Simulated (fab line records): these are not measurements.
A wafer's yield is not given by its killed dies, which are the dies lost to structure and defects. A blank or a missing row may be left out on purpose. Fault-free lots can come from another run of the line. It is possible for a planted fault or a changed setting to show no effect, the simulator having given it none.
Which tool is to blame? || flow n5 finfet || Sampling: 9 lots, 27 wafers, 8 of 1938 route steps

== WHAT THE GAUGES READ, wafer by wafer ==
N5_MOL_CONTACT_COAG_INSPECT_97: inspects for defects (darkfield).
{"lot": "L990", "measured": "day 6 17:50", "on": "defect inspect-01", "raw defect count": "32 31 68"}
{"lot": "L993", "measured": "day 7 08:00", "on": "defect inspect-02", "raw defect count": "35 37 39"}
{"lot": "L996", "measured": "day 8 02:56", "on": "defect inspect-02", "raw defect count": "13 27 9"}
{"lot": "L997", "measured": "day 8 14:44", "on": "defect inspect-01", "raw defect count": "67 31 63"}
{"lot": "L998", "measured": "day 8 17:45", "on": "defect inspect-02", "raw defect count": "89 56 56"}
{"lot": "L100", "measured": "day 9 03:31", "on": "defect inspect-02", "raw defect count": "45 37 25"}
{"lot": "L103", "measured": "day 9 22:51", "on": "defect inspect-01", "raw defect count": "73 59 58"}
{"lot": "L107", "measured": "day 10 19:21", "on": "defect inspect-01", "raw defect count": "35 52 31"}
{"lot": "L108", "measured": "day 11 01:17", "on": "defect inspect-01", "raw defect count": "75 58 40"}

N5_BEOL_M0_SAQP_OVL_MEAS_15.
{"lot": "L990", "measured": "day 6 20:17", "on": "overlay-02", "M0_CORE_OVL (nm)": "0.7 1.5 -0.1"}
{"lot": "L993", "measured": "day 7 11:19", "on": "overlay-02", "M0_CORE_OVL (nm)": "-1.4 -1.6 -0.6"}
{"lot": "L996", "measured": "day 8 05:35", "on": "overlay-02", "M0_CORE_OVL (nm)": "-0.6 -0.7 -0.5"}
{"lot": "L997", "measured": "day 8 16:41", "on": "overlay-01", "M0_CORE_OVL (nm)": "-0.4 -1.1 0.1"}
{"lot": "L998", "measured": "day 8 21:01", "on": "overlay-02", "M0_CORE_OVL (nm)": "0.3 -0.2 0.9"}
{"lot": "L100", "measured": "day 9 05:35", "on": "overlay-02", "M0_CORE_OVL (nm)": "0.2 -0.4 -0.2"}
{"lot": "L103", "measured": "day 10 01:48", "on": "overlay-02", "M0_CORE_OVL (nm)": "0.1 0.2 -0.9"}
{"lot": "L107", "measured": "day 10 20:46", "on": "overlay-01", "M0_CORE_OVL (nm)": "0.2 -0.3 -0.3"}
{"lot": "L108", "measured": "day 11 03:19", "on": "overlay-01", "M0_CORE_OVL (nm)": "0.9 -0.2 0.6"}

N5_BEOL_M0_SAQP_INSPECT_16: inspects for defects (brightfield).
{"lot": "L990", "measured": "day 6 20:18", "on": "defect inspect-01", "raw defect count": "555 461 485"}
{"lot": "L993", "measured": "day 7 11:20", "on": "defect inspect-01", "raw defect count": "798 553 438"}
{"lot": "L996", "measured": "day 8 05:36", "on": "defect inspect-02", "raw defect count": "571 436 532"}
{"lot": "L997", "measured": "day 8 16:43", "on": "defect inspect-01", "raw defect count": "1252 1213 1264"}
{"lot": "L998", "measured": "day 8 21:02", "on": "defect inspect-01", "raw defect count": "1606 1611 1342"}
{"lot": "L100", "measured": "day 9 05:36", "on": "defect inspect-01", "raw defect count": "342 602 737"}
{"lot": "L103", "measured": "day 10 01:50", "on": "defect inspect-01", "raw defect count": "577 642 530"}
{"lot": "L107", "measured": "day 10 20:47", "on": "defect inspect-02", "raw defect count": "602 506 677"}
{"lot": "L108", "measured": "day 11 03:20", "on": "defect inspect-01", "raw defect count": "353 369 519"}

N5_BEOL_M0_SAQP_INSPECT_42: inspects for defects (brightfield).
{"lot": "L990", "measured": "day 7 00:58", "on": "defect inspect-02", "raw defect count": "327 243 234"}
{"lot": "L993", "measured": "day 7 16:40", "on": "defect inspect-02", "raw defect count": "448 335 313"}
{"lot": "L996", "measured": "day 8 10:10", "on": "defect inspect-02", "raw defect count": "275 292 287"}
{"lot": "L997", "measured": "day 8 23:18", "on": "defect inspect-02", "raw defect count": "1102 1148 1145"}
{"lot": "L998", "measured": "day 9 02:31", "on": "defect inspect-01", "raw defect count": "1112 1242 1194"}
{"lot": "L100", "measured": "day 9 09:48", "on": "defect inspect-02", "raw defect count": "250 217 304"}
{"lot": "L103", "measured": "day 10 06:58", "on": "defect inspect-01", "raw defect count": "359 316 303"}
{"lot": "L107", "measured": "day 11 01:08", "on": "defect inspect-01", "raw defect count": "494 315 430"}
{"lot": "L108", "measured": "day 11 08:05", "on": "defect inspect-02", "raw defect count": "186 275 259"}

N5_BEOL_M0_CUTY_INSPECT_59: inspects for defects (macro).
{"lot": "L990", "measured": "day 7 02:49", "on": "defect inspect-02", "raw defect count": "1 2 1"}
{"lot": "L993", "measured": "day 7 18:07", "on": "defect inspect-02", "raw defect count": "2 3 4"}
{"lot": "L996", "measured": "day 8 11:33", "on": "defect inspect-02", "raw defect count": "2 3 1"}
{"lot": "L997", "measured": "day 9 00:43", "on": "defect inspect-02", "raw defect count": ">300 >300 >300"}
{"lot": "L998", "measured": "day 9 03:49", "on": "defect inspect-02", "raw defect count": ">300 >300 >300"}
{"lot": "L100", "measured": "day 9 11:32", "on": "defect inspect-02", "raw defect count": "4 3 2"}
{"lot": "L103", "measured": "day 10 08:22", "on": "defect inspect-01", "raw defect count": "4 3 3"}
{"lot": "L107", "measured": "day 11 02:45", "on": "defect inspect-02", "raw defect count": "1 0 2"}
{"lot": "L108", "measured": "day 11 09:22", "on": "defect inspect-01", "raw defect count": "0 1 2"}

N5_BEOL_M4_RC_MEAS_101.
{"lot": "L990", "measured": "day 9 11:50", "on": "prober-02", "DIBL_N (mV/V)": "35.4 35.8 35.4", "DIBL_P (mV/V)": "35.4 35.4 35.4", "IOFF_N (nA/um)": "0.143 0.147 0.144", "IOFF_P (nA/um)": "0.196 0.200 0.190", "ION_N (uA/um)": "674 677 669", "ION_P (uA/um)": "466 456 460", "SS_N (mV/dec)": "71.4 70.9 71.3", "SS_P (mV/dec)": "72.8 72.8 72.3", "VT_N (mV)": "250.7 249.8 251.7", "VT_P (mV)": "-251.0 -250.4 -251.9"}
{"lot": "L993", "measured": "day 10 09:09", "on": "prober-01", "DIBL_N (mV/V)": "37.4 37.9 38.0", "DIBL_P (mV/V)": "38.0 38.7 39.7", "IOFF_N (nA/um)": "0.171 0.185 0.196", "IOFF_P (nA/um)": "0.221 0.240 0.259", "ION_N (uA/um)": "674 677 682", "ION_P (uA/um)": "466 466 477", "SS_N (mV/dec)": "72.1 70.7 72.0", "SS_P (mV/dec)": "74.5 74.4 74.4", "VT_N (mV)": "248.5 249.1 246.2", "VT_P (mV)": "-248.4 -250.1 -249.4"}
{"lot": "L996", "measured": "day 10 20:38", "on": "prober-01", "DIBL_N (mV/V)": "35.1 35.7 35.5", "DIBL_P (mV/V)": "34.6 35.3 34.3", "IOFF_N (nA/um)": "0.125 0.141 0.130", "IOFF_P (nA/um)": "0.201 0.216 0.203", "ION_N (uA/um)": "666 670 668", "ION_P (uA/um)": "466 462 463", "SS_N (mV/dec)": "70.8 71.6 71.7", "SS_P (mV/dec)": "72.6 73.7 73.0", "VT_N (mV)": "253.6 248.8 253.1", "VT_P (mV)": "-245.9 -247.0 -245.9"}
{"lot": "L997", "measured": "day 11 03:49", "on": "prober-01", "DIBL_N (mV/V)": "35.8 34.1 34.7", "DIBL_P (mV/V)": "35.2 32.7 34.5", "IOFF_N (nA/um)": "0.141 0.116 0.120", "IOFF_P (nA/um)": "0.200 0.167 0.191", "ION_N (uA/um)": "670 649 654", "ION_P (uA/um)": "462 450 464", "SS_N (mV/dec)": "71.3 70.6 70.8", "SS_P (mV/dec)": "73.0 72.7 73.3", "VT_N (mV)": "252.4 257.0 253.8", "VT_P (mV)": "-250.8 -254.7 -251.3"}
{"lot": "L998", "measured": "day 11 11:40", "on": "prober-02", "DIBL_N (mV/V)": "36.8 34.5 35.1", "DIBL_P (mV/V)": "35.5 33.3 33.3", "IOFF_N (nA/um)": "0.161 0.123 0.129", "IOFF_P (nA/um)": "0.211 0.178 0.176", "ION_N (uA/um)": "677 660 659", "ION_P (uA/um)": "454 452 454", "SS_N (mV/dec)": "71.4 71.1 71.6", "SS_P (mV/dec)": "74.0 72.7 73.3", "VT_N (mV)": "253.2 253.4 254.8", "VT_P (mV)": "-251.8 -253.1 -253.2"}
{"lot": "L100", "measured": "day 12 04:38", "on": "prober-02", "DIBL_N (mV/V)": "36.0 37.6 36.6", "DIBL_P (mV/V)": "36.8 37.8 36.5", "IOFF_N (nA/um)": "0.177 0.198 0.174", "IOFF_P (nA/um)": "0.237 0.244 0.235", "ION_N (uA/um)": "687 664 676", "ION_P (uA/um)": "471 460 465", "SS_N (mV/dec)": "71.6 72.9 71.9", "SS_P (mV/dec)": "73.8 74.2 73.4", "VT_N (mV)": "243.4 246.2 246.1", "VT_P (mV)": "-248.4 -247.6 -246.4"}
{"lot": "L103", "measured": "day 12 15:20", "on": "prober-01", "DIBL_N (mV/V)": "34.7 35.2 34.3", "DIBL_P (mV/V)": "36.2 36.0 35.4", "IOFF_N (nA/um)": "0.135 0.140 0.126", "IOFF_P (nA/um)": "0.171 0.176 0.161", "ION_N (uA/um)": "677 667 663", "ION_P (uA/um)": "456 455 456", "SS_N (mV/dec)": "71.2 71.5 71.2", "SS_P (mV/dec)": "72.8 73.7 73.0", "VT_N (mV)": "253.7 252.1 253.5", "VT_P (mV)": "-255.0 -255.3 -255.1"}
{"lot": "L107", "measured": "day 14 01:19", "on": "prober-02", "DIBL_N (mV/V)": "37.1 36.4 36.6", "DIBL_P (mV/V)": "38.5 37.5 37.4", "IOFF_N (nA/um)": "0.190 0.170 0.165", "IOFF_P (nA/um)": "0.239 0.215 0.209", "ION_N (uA/um)": "690 691 679", "ION_P (uA/um)": "472 468 462", "SS_N (mV/dec)": "71.4 71.4 71.7", "SS_P (mV/dec)": "74.4 74.6 73.0", "VT_N (mV)": "247.0 248.6 249.0", "VT_P (mV)": "-248.6 -250.0 -248.8"}
{"lot": "L108", "measured": "day 14 04:28", "on": "prober-02", "DIBL_N (mV/V)": "34.8 35.1 36.2", "DIBL_P (mV/V)": "35.7 36.5 37.1", "IOFF_N (nA/um)": "0.130 0.138 0.155", "IOFF_P (nA/um)": "0.177 0.189 0.208", "ION_N (uA/um)": "667 674 671", "ION_P (uA/um)": "465 461 459", "SS_N (mV/dec)": "71.1 71.4 71.0", "SS_P (mV/dec)": "73.4 72.4 73.0", "VT_N (mV)": "252.7 252.6 252.4", "VT_P (mV)": "-253.0 -253.8 -251.6"}

== WHICH TOOL RAN EACH LOT (tool, then ch and the chambers of the sampled wafers, then the start) ==
{"lot": "L990", "N5_BEOL_M0_SAQP_PECVD_03": "pecvd-01 ch 0,1,2, day 6 19:33", "N5_BEOL_M0_SAQP_HM_DEP_111": "pecvd-04 ch 0,1, day 6 19:48"}
{"lot": "L993", "N5_BEOL_M0_SAQP_PECVD_03": "pecvd-04 ch 0,1, day 7 10:43", "N5_BEOL_M0_SAQP_HM_DEP_111": "pecvd-03 ch 0,2, day 7 10:58"}
{"lot": "L996", "N5_BEOL_M0_SAQP_PECVD_03": "pecvd-03 ch 1,2, day 8 04:59", "N5_BEOL_M0_SAQP_HM_DEP_111": "pecvd-03 ch 1,2, day 8 05:14"}
{"lot": "L997", "N5_BEOL_M0_SAQP_PECVD_03": "pecvd-04 ch 0,1,2, day 8 15:58", "N5_BEOL_M0_SAQP_HM_DEP_111": "pecvd-03 ch 1,2, day 8 16:13"}
{"lot": "L998", "N5_BEOL_M0_SAQP_PECVD_03": "pecvd-01 ch 0,1,2, day 8 20:25", "N5_BEOL_M0_SAQP_HM_DEP_111": "pecvd-03 ch 0,1,2, day 8 20:41"}
{"lot": "L100", "N5_BEOL_M0_SAQP_PECVD_03": "pecvd-01 ch 0, day 9 04:53", "N5_BEOL_M0_SAQP_HM_DEP_111": "pecvd-04 ch 0,1,2, day 9 05:14"}
{"lot": "L103", "N5_BEOL_M0_SAQP_PECVD_03": "pecvd-03 ch 0, day 10 00:44", "N5_BEOL_M0_SAQP_HM_DEP_111": "pecvd-01 ch 0,2, day 10 01:20"}
{"lot": "L107", "N5_BEOL_M0_SAQP_PECVD_03": "pecvd-04 ch 0,1,2, day 10 20:04", "N5_BEOL_M0_SAQP_HM_DEP_111": "pecvd-01 ch 0, day 10 20:20"}
{"lot": "L108", "N5_BEOL_M0_SAQP_PECVD_03": "pecvd-01 ch 1,2, day 11 02:41", "N5_BEOL_M0_SAQP_HM_DEP_111": "pecvd-04 ch 1,2, day 11 02:56"}
- N5_BEOL_M0_SAQP_PECVD_03: deposits SiCN from 3MS/NH3, target thk 12 nm, time 21.1 s.
- N5_BEOL_M0_SAQP_HM_DEP_111: deposits SiO2 from SiH4/N2O, target thk 12 nm, time 7.2 s.

== WHAT THE TOOLS THEMSELVES READ (means of the sampled wafers that have a number; where no wafer has one, the mark that the record gives instead) ==
N5_BEOL_M0_SAQP_PECVD_03.
{"lot": "L990", "tool": "pecvd-01", "chamber pressure Torr (Torr)": 3.005, "showerhead plenum p Torr (Torr)": 3.664, "throttle valve pct (%)": 8.9}
{"lot": "L993", "tool": "pecvd-04", "chamber pressure Torr (Torr)": 3.002, "showerhead plenum p Torr (Torr)": 3.644, "throttle valve pct (%)": 9.1}
{"lot": "L996", "tool": "pecvd-03", "chamber pressure Torr (Torr)": 2.996, "showerhead plenum p Torr (Torr)": 3.671, "throttle valve pct (%)": 8.8}
{"lot": "L997", "tool": "pecvd-04", "chamber pressure Torr (Torr)": 3.000, "showerhead plenum p Torr (Torr)": 3.651, "throttle valve pct (%)": 8.7}
{"lot": "L998", "tool": "pecvd-01", "chamber pressure Torr (Torr)": 3.001, "showerhead plenum p Torr (Torr)": 3.656, "throttle valve pct (%)": 8.9}
{"lot": "L100", "tool": "pecvd-01", "chamber pressure Torr (Torr)": 2.999, "showerhead plenum p Torr (Torr)": 3.660, "throttle valve pct (%)": 8.9}
{"lot": "L103", "tool": "pecvd-03", "chamber pressure Torr (Torr)": 3.000, "showerhead plenum p Torr (Torr)": 3.659, "throttle valve pct (%)": 8.7}
{"lot": "L107", "tool": "pecvd-04", "chamber pressure Torr (Torr)": 2.997, "showerhead plenum p Torr (Torr)": 3.655, "throttle valve pct (%)": 8.8}
{"lot": "L108", "tool": "pecvd-01", "chamber pressure Torr (Torr)": 2.999, "showerhead plenum p Torr (Torr)": 3.654, "throttle valve pct (%)": 8.9}

N5_BEOL_M0_SAQP_HM_DEP_111.
{"lot": "L990", "tool": "pecvd-04", "chamber pressure Torr (Torr)": 0.7506, "heater power w (W)": 720, "showerhead plenum p Torr (Torr)": 7.90}
{"lot": "L993", "tool": "pecvd-03", "chamber pressure Torr (Torr)": 0.7493, "heater power w (W)": 710, "showerhead plenum p Torr (Torr)": 7.94}
{"lot": "L996", "tool": "pecvd-03", "chamber pressure Torr (Torr)": 0.7498, "heater power w (W)": 745, "showerhead plenum p Torr (Torr)": 8.05}
{"lot": "L997", "tool": "pecvd-03", "chamber pressure Torr (Torr)": 0.7477, "heater power w (W)": 747, "showerhead plenum p Torr (Torr)": 8.06}
{"lot": "L998", "tool": "pecvd-03", "chamber pressure Torr (Torr)": 0.7483, "heater power w (W)": 772, "showerhead plenum p Torr (Torr)": 8.14}
{"lot": "L100", "tool": "pecvd-04", "chamber pressure Torr (Torr)": 0.7504, "heater power w (W)": 859, "showerhead plenum p Torr (Torr)": 8.03}
{"lot": "L103", "tool": "pecvd-01", "chamber pressure Torr (Torr)": 0.7501, "heater power w (W)": 872, "showerhead plenum p Torr (Torr)": 8.11}
{"lot": "L107", "tool": "pecvd-01", "chamber pressure Torr (Torr)": 0.7503, "heater power w (W)": 729, "showerhead plenum p Torr (Torr)": 8.10}
{"lot": "L108", "tool": "pecvd-04", "chamber pressure Torr (Torr)": 0.7501, "heater power w (W)": 939, "showerhead plenum p Torr (Torr)": 8.07}

== THE ANSWER, worked out from the rows above alone ==
Rule: what is usual is taken from the lots themselves. Put in order of their means at a reading, lots are off if they are a third of the lots or fewer, leave a main group of 4 or more, and stand apart from it by a gap of 3 or more times the standard deviation of the main group's means; of several such gaps the widest counts. The tables above print the reading to a certain number of digits; a main group whose means all agree to those digits is not used. Also off: a lot with no number at a reading for which 4 or more lots have one. All remaining lots with rows at the step are treated as sound. First the gauges in route order, then the tools' own readings, where a lot's mean is used as printed above. At the first step where some lot is off, the reading lying furthest off is the one used; lots without a number count as furthest.
Off: L997, L998 (N5_BEOL_M0_SAQP_INSPECT_16, raw defect count). Main group: mean 537, sd 62.
A tool fits if, at a process step before that reading, it ran every lot that is off, and no sound lot after the first of them. The gauges at N5_BEOL_M0_SAQP_INSPECT_16 aren't tried: what is off there is off at N5_BEOL_M0_CUTY_INSPECT_59 too, on other tools, and a gauge's error can't cause that. One fits: pecvd-03 at N5_BEOL_M0_SAQP_HM_DEP_111. A fault onset in the window from L996 (day 8 05:14, its last sound lot) to L997 (day 8 16:13, its first lot off) fits.
On the lots that are off, the tool's own readings at N5_BEOL_M0_SAQP_HM_DEP_111 differ by more than 5 times the standard deviation of the sound lots' means, which bears it out; chamber pressure Torr reads 0.7480 Torr there versus 0.7501 Torr on the sound lots.

== WHAT THE SIMULATOR PUT IN ==
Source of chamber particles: pecvd-03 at N5_BEOL_M0_SAQP_HM_DEP_111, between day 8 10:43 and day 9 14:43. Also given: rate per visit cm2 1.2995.
Lots struck among those shown: L997, L998. Same finding as the rule above.
